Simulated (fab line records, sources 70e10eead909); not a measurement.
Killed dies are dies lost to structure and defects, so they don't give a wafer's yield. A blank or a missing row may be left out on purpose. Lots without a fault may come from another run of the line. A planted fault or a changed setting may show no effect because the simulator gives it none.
One fault seen from 2 desks | flow nand_harc | each desk has only its own numbers; what lay behind them comes last

THE METROLOGY DESK
What the gauges read, lot by lot, whatever tool the lot ran on: means of the sampled wafers that have a number. A lot is out of limits, marked OUT, if its mean lies more than 4 standard deviations from the usual mean; the brackets give that distance.
Columns: A = cd_nm at NHARC_A_CHANNEL_HOLE_D1_CD_MEAS_10, usual 99.9 nm; B = cd_nm at NHARC_A_CHANNEL_HOLE_D1_CD_MEAS_30, usual 89.8 nm
lot  | first seen here | A                | B
L862 | day 8 19:16     | 100.3            | 89.2
L865 | day 9 04:28     | 100.2            | 90.3
L869 | day 9 23:49     | 100.1            | 88.7
L870 | day 10 14:17    | 100.0            | 89.6
L872 | day 11 00:26    | 100.1            | 88.4
L876 | day 12 04:34    | 100.6            | 89.4
L875 | day 12 05:14    | 102.8 (+5.0) OUT | 92.5
L879 | day 12 18:41    | 102.6 (+4.6) OUT | 93.7
L884 | day 13 14:10    | 99.3             | 88.8
L883 | day 13 15:12    | 101.8            | 91.9
This desk's finding: out of limits on L875, L879; first on L875, day 12 05:14 (cd_nm at NHARC_A_CHANNEL_HOLE_D1_CD_MEAS_10). In limits: L862, L865, L869, L870, L872, L876, L884, L883.

THE TOOL OWNER'S DESK: litho_track-06
The tool's own readings at NHARC_A_CHANNEL_HOLE_D1_PEB_08 (peb time 65 s): means of the sampled wafers that have a number, for each lot that ran on this tool. A lot is out of limits, marked OUT, if its mean lies more than 4 standard deviations from the usual mean; the brackets give that distance.
Columns: A = resist_line_temp_C at NHARC_A_CHANNEL_HOLE_D1_PEB_08, usual 22.98 C
lot  | first seen here | A
L865 | day 9 04:23     | 23.03
L870 | day 10 14:12    | 23.12
L876 | day 12 04:29    | 22.88
L875 | day 12 05:10    | 23.03
L879 | day 12 18:36    | 23.00
L883 | day 13 15:07    | 22.97
This desk's finding: nothing out of limits on any of the 6 lots.

PUT TOGETHER
The metrology desk could have raised an alarm at day 12 05:14, on L875, L879.
The tool owner's desk saw nothing out of limits.
The tool owner's desk has L875, L879 on record, within its limits.
Of the lots named, all ran NHARC_A_CHANNEL_HOLE_D1_PEB_08 on litho_track-06.

WHAT THE SIMULATOR HAD PUT IN
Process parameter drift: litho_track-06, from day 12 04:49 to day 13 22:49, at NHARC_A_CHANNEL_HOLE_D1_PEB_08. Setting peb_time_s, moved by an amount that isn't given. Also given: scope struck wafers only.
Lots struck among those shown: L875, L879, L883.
Hours from the fault's start to each desk's first reading out of limits: the metrology desk, 0.
